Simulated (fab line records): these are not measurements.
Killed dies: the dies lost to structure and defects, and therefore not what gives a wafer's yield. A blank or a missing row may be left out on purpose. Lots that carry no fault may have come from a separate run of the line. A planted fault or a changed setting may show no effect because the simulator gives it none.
Matching of chambers ; flow n5 finfet ; N5_BEOL_M12_ETCH_67 on rie diel-02 has 4 sister chambers
The step etches SiARC in CF4, target depth 143 nm, time 238.3 s. 4 wafers are shown with their chamber, then 7 later ones without.

WAFERS, EACH WITH ITS CHAMBER
wafer;chamber;showerhead plenum p Torr (Torr)
L075.6;1;2.20
L079.6;0;2.03
L085.1;2;2.19
L085.4;3;2.11

WAFERS WHOSE CHAMBER IS MISSING
wafer;showerhead plenum p Torr (Torr)
L085.6;2.19
L087.1;2.11
L087.4;2.18
L087.5;2.19
L090.1;2.18
L090.2;2.19
L090.5;2.11

EACH ONE'S CHAMBER
wafer;from the rows above;in truth
L085.6;can't be placed: 2 or 1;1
L087.1;3;3
L087.4;can't be placed: 2 or 1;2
L087.5;can't be placed: 2 or 1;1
L090.1;can't be placed: 2 or 1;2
L090.2;can't be placed: 2 or 1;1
L090.5;3;3
Correct placement for 2 of the 7. Not placeable from these rows: 5 (in 5, the candidates include the true chamber). Number placed wrongly: 0.
How it was worked out, from the rows above alone: a wafer's distance from a chamber is the root of the sum, over the readings, of the square of ((its reading less the chamber's mean) divided by the reading's scatter). The wafer belongs to the nearest chamber; if the next one is less than 2 further off, it can't be placed. A chamber's mean is the mean of its shown wafers. The scatter: with one shown wafer a chamber, the root of the mean of the squares of how far each hidden wafer lies from its nearest shown one.
